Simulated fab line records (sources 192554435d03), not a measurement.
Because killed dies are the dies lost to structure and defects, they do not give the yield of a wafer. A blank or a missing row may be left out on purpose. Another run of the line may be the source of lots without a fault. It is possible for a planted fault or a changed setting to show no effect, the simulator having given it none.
Chamber matching + flow n5-finfet + rie-diel-03 running N5_BEOL_M0_SAQP_CUT_ETCH_46: 4 sister chambers
The step etches SOC in N2/H2, target depth 135 nm, overetch 27 nm, time 202.5 s. 4 wafers are shown with their chamber, then 7 later ones without.

EACH WAFER AND ITS CHAMBER
| wafer  | chamber | showerhead-plenum-p-Torr (Torr) |
|--------|---------|---------------------------------|
| L740.3 | 0       | 2.54                            |
| L740.4 | 3       | 2.71                            |
| L742.2 | 2       | 2.58                            |
| L742.3 | 1       | 2.41                            |

WAFERS WITHOUT THEIR CHAMBER
| wafer  | showerhead-plenum-p-Torr (Torr) |
|--------|---------------------------------|
| L742.5 | 2.71                            |
| L743.1 | 2.41                            |
| L743.2 | 2.57                            |
| L743.4 | 2.71                            |
| L745.3 | 2.57                            |
| L745.4 | 2.41                            |
| L745.6 | 2.54                            |

WHICH CHAMBER EACH ONE RAN IN
| wafer  | from the rows above | in truth |
|--------|---------------------|----------|
| L742.5 | 3                   | 3        |
| L743.1 | 1                   | 1        |
| L743.2 | 2                   | 2        |
| L743.4 | 3                   | 3        |
| L745.3 | 2                   | 2        |
| L745.4 | 1                   | 1        |
| L745.6 | 0                   | 0        |
7 of 7 placed correctly. Number that these rows cannot place: 0. Wrongly placed: 0.
How it was worked out, from the rows above alone: a wafer's distance from a chamber is the root of the sum, over the readings, of the square of ((its reading less the chamber's mean) divided by the reading's scatter). The wafer belongs to the nearest chamber; if the next one is less than 2 further off, it can't be placed. Each chamber's mean is taken over the wafers shown for it. The scatter: with one shown wafer a chamber, the root of the mean of the squares of how far each hidden wafer lies from its nearest shown one.
